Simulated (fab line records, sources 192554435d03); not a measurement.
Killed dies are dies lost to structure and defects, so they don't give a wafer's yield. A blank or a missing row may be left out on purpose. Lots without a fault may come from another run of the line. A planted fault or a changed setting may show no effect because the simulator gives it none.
Split-lot experiment | flow n5_finfet | 7 lots, 21 wafers read, on a route of 1938 steps

THE SPLIT
At N5_MOL_CONTACT_COAG_ALD_27 (deposits SiOC, target thk 17 nm, pulse time 1.5 s, time 2720 s), the setting ald_cycles was moved away from the recipe's 340 on 6 of the 21 wafers read, by -6.8% to +12.9%. The other wafers ran this setting at the recipe's value.

The reading is taken at the split's own step.

THE READING
SiOC_of_MOL_CONTACT_COAG_ALD_27.thk_nm (the simulator's own value, which no gauge read), in nm, at N5_MOL_CONTACT_COAG_ALD_27 (deposits SiOC, target thk 17 nm, pulse time 1.5 s, time 2720 s). The file gives no usual value for it. The 15 wafers here that ran the recipe average 17.0 nm, standard deviation 0.088 nm.

wafer  | tool, chamber at the split | ald_cycles as run | against the recipe | SiOC_of_MOL_CONTACT_COAG_ALD_27.thk_nm, nm | against lot-mates on the recipe
L074.2 | ald_sin-01, 0              | 340               | recipe             | 17                                         | -
L074.4 | ald_sin-01, 1,3            | 340               | recipe             | 16.8                                       | -
L074.6 | ald_sin-01, 1,3            | 340               | recipe             | 16.8                                       | -
L075.2 | ald_sin-01, 3              | 318               | -6.5%              | 15.8                                       | -1.2
L075.5 | ald_sin-01, 2,1            | 340               | recipe             | 17                                         | -
L075.6 | ald_sin-01, 2,1            | 340               | recipe             | 17                                         | -
L080.1 | ald_sin-01, 0              | 378               | +11.2%             | 19                                         | +2.0
L080.4 | ald_sin-01, 1,2            | 340               | recipe             | 17                                         | -
L080.5 | ald_sin-01, 1,2            | 340               | recipe             | 17                                         | -
L086.2 | ald_sin-03, 3              | 384               | +12.9%             | 19.2                                       | +2.1
L086.4 | ald_sin-03, 0              | 340               | recipe             | 17.2                                       | -
L086.5 | ald_sin-03, 3              | 340               | recipe             | 17                                         | -
L087.1 | ald_sin-02, 3              | 317               | -6.8%              | 15.8                                       | -1.2
L087.2 | ald_sin-02, 2              | 340               | recipe             | 17                                         | -
L087.6 | ald_sin-02, 2              | 340               | recipe             | 17                                         | -
L095.1 | ald_sin-02, 1,0            | 383               | +12.6%             | 19.2                                       | +2.2
L095.2 | ald_sin-02, 1,0            | 383               | +12.6%             | 19.2                                       | +2.2
L095.4 | ald_sin-02, 2              | 340               | recipe             | 17                                         | -
L096.1 | ald_sin-02, 1,2,3          | 340               | recipe             | 17                                         | -
L096.2 | ald_sin-02, 1,2,3          | 340               | recipe             | 17                                         | -
L096.4 | ald_sin-02, 1,2,3          | 340               | recipe             | 17                                         | -
Where a row lists several chambers, the file gives one row for several wafers and doesn't say which wafer went through which chamber.

THE FIT
A straight line over all 21 wafers: SiOC_of_MOL_CONTACT_COAG_ALD_27.thk_nm changes by +0.176 nm for each +1% of ald_cycles; r = +1.00; the points scatter about the line by 0.081 nm.
The same after taking each lot's own level away (the mean of its wafers on the recipe; 21 wafers): +0.173 nm for each +1%; r = +1.00; scatter 0.064 nm.
On that fit, the largest move of ald_cycles shifts the reading by 2.2 nm.
The lots' own levels span 16.87 to 17.10 nm, that is 2.6 times the standard deviation above.
So the lot-to-lot level changes the slope little: the two slopes agree.
Check: with one of the wafers moved furthest among these (+12.9%) left out of the fit, the line predicts +2.28 nm for it against its lot-mates. It came out at +2.1 nm against them.

OTHER SPLITS ON THESE WAFERS
These wafers also went through other splits before the reading. Each is held against what the fit with the lots' levels taken away leaves over:
other split on the same wafers | wafers away from the commonest value | r with SiOC_of_MOL_CONTACT_COAG_ALD_27.thk_nm (lot level and that fit taken away)
N5_SD_EPI_P_EPI_21 time_s      | 8                                    | -0.21
N5_SDB_HM_DEP_00 time_s        | 5                                    | -0.23

THE FILE'S OWN FIT
SiOC_of_MOL_CONTACT_COAG_ALD_27.thk_nm changes by +0.173 nm for each +1% of ald_cycles, r = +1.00.
